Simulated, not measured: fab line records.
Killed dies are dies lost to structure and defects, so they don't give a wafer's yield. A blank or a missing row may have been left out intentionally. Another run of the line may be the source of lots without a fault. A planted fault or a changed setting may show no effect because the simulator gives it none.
Chamber matching + flow n5_finfet + N5_BEOL_M0_PRE_CLEAN_131 on cvd_co-01 has 3 sister chambers
The step time 15 s. 3 wafers are shown with their chamber, then 12 later ones without.

EACH WAFER AND ITS CHAMBER
| wafer  | chamber | heater_power_w (W) |
|--------|---------|--------------------|
| L090.2 | 1       | 84                 |
| L093.1 | 2       | 81                 |
| L093.6 | 0       | 95                 |

WAFERS WITH NO CHAMBER GIVEN
| wafer  | heater_power_w (W) |
|--------|--------------------|
| L094.1 | 85                 |
| L094.2 | 81                 |
| L094.3 | 99                 |
| L094.4 | 86                 |
| L094.5 | 84                 |
| L094.6 | 98                 |
| L097.1 | 96                 |
| L097.3 | 86                 |
| L097.5 | 85                 |
| L096.1 | 82                 |
| L096.3 | 96                 |
| L096.5 | 98                 |

WHICH CHAMBER EACH WENT THROUGH
| wafer  | from the rows above     | in truth |
|--------|-------------------------|----------|
| L094.1 | can't be placed: 1 or 2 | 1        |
| L094.2 | can't be placed: 2 or 1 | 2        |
| L094.3 | 0                       | 0        |
| L094.4 | can't be placed: 1 or 2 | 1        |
| L094.5 | can't be placed: 1 or 2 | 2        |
| L094.6 | 0                       | 0        |
| L097.1 | 0                       | 0        |
| L097.3 | can't be placed: 1 or 2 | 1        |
| L097.5 | can't be placed: 1 or 2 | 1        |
| L096.1 | can't be placed: 2 or 1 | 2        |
| L096.3 | 0                       | 0        |
| L096.5 | 0                       | 0        |
Correctly placed: 5 of 12. Unplaceable from these rows: 7, with the true chamber sitting among the candidates in 7. Number placed wrongly: 0.
How it was worked out, from the rows above alone: a wafer's distance from a chamber is the root of the sum, over the readings, of the square of ((its reading less the chamber's mean) divided by the reading's scatter). If the next closest chamber is less than 2 further off than the closest, the wafer can't be placed; otherwise it belongs to the closest. The mean given for a chamber averages the wafers shown for that chamber. The scatter: with one shown wafer a chamber, the root of the mean of the squares of how far each hidden wafer lies from its nearest shown one.
